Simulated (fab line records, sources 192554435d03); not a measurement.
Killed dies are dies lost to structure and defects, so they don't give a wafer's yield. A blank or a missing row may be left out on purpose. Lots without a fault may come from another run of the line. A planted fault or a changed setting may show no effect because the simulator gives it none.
Chamber matching | flow n5_finfet | N5_BEOL_M10_CURE_72 on uv_cure-01: 3 sister chambers
The step cures SiCOH lowk, time 120 s. 3 wafers are shown with their chamber, then 12 later ones without.

WAFERS WITH THEIR CHAMBER
wafer  | chamber | wafer_temp_C_max
L078.6 | 2       | 372.1
L085.4 | 1       | 373.0
L087.6 | 0       | 372.7

WAFERS WITHOUT THEIR CHAMBER
wafer  | wafer_temp_C_max
L086.1 | 371.6
L086.3 | 372.0
L086.4 | 371.8
L088.3 | 373.1
L088.5 | 372.7
L088.6 | 372.8
L097.3 | 373.6
L097.4 | 372.5
L097.6 | 371.8
L095.1 | 371.2
L095.3 | 371.2
L095.4 | 371.1

WHICH CHAMBER EACH WENT THROUGH
wafer  | from the rows above          | in truth
L086.1 | can't be placed: 2 or 0 or 1 | 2
L086.3 | can't be placed: 2 or 0 or 1 | 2
L086.4 | can't be placed: 2 or 0 or 1 | 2
L088.3 | can't be placed: 1 or 0 or 2 | 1
L088.5 | can't be placed: 0 or 1 or 2 | 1
L088.6 | can't be placed: 0 or 1 or 2 | 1
L097.3 | can't be placed: 1 or 0 or 2 | 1
L097.4 | can't be placed: 0 or 2 or 1 | 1
L097.6 | can't be placed: 2 or 0 or 1 | 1
L095.1 | can't be placed: 2 or 0 or 1 | 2
L095.3 | can't be placed: 2 or 0 or 1 | 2
L095.4 | can't be placed: 2 or 0 or 1 | 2
Placed correctly: 0 of 12. Can't be placed from these rows: 12 (the true chamber is among the candidates in 12). Placed wrongly: 0.
How it was worked out, from the rows above alone: a wafer's distance from a chamber is the root of the sum, over the readings, of the square of ((its reading less the chamber's mean) divided by the reading's scatter). The wafer belongs to the nearest chamber; if the next one is less than 2 further off, it can't be placed. A chamber's mean is the mean of its shown wafers. The scatter: with one shown wafer a chamber, the root of the mean of the squares of how far each hidden wafer lies from its nearest shown one.
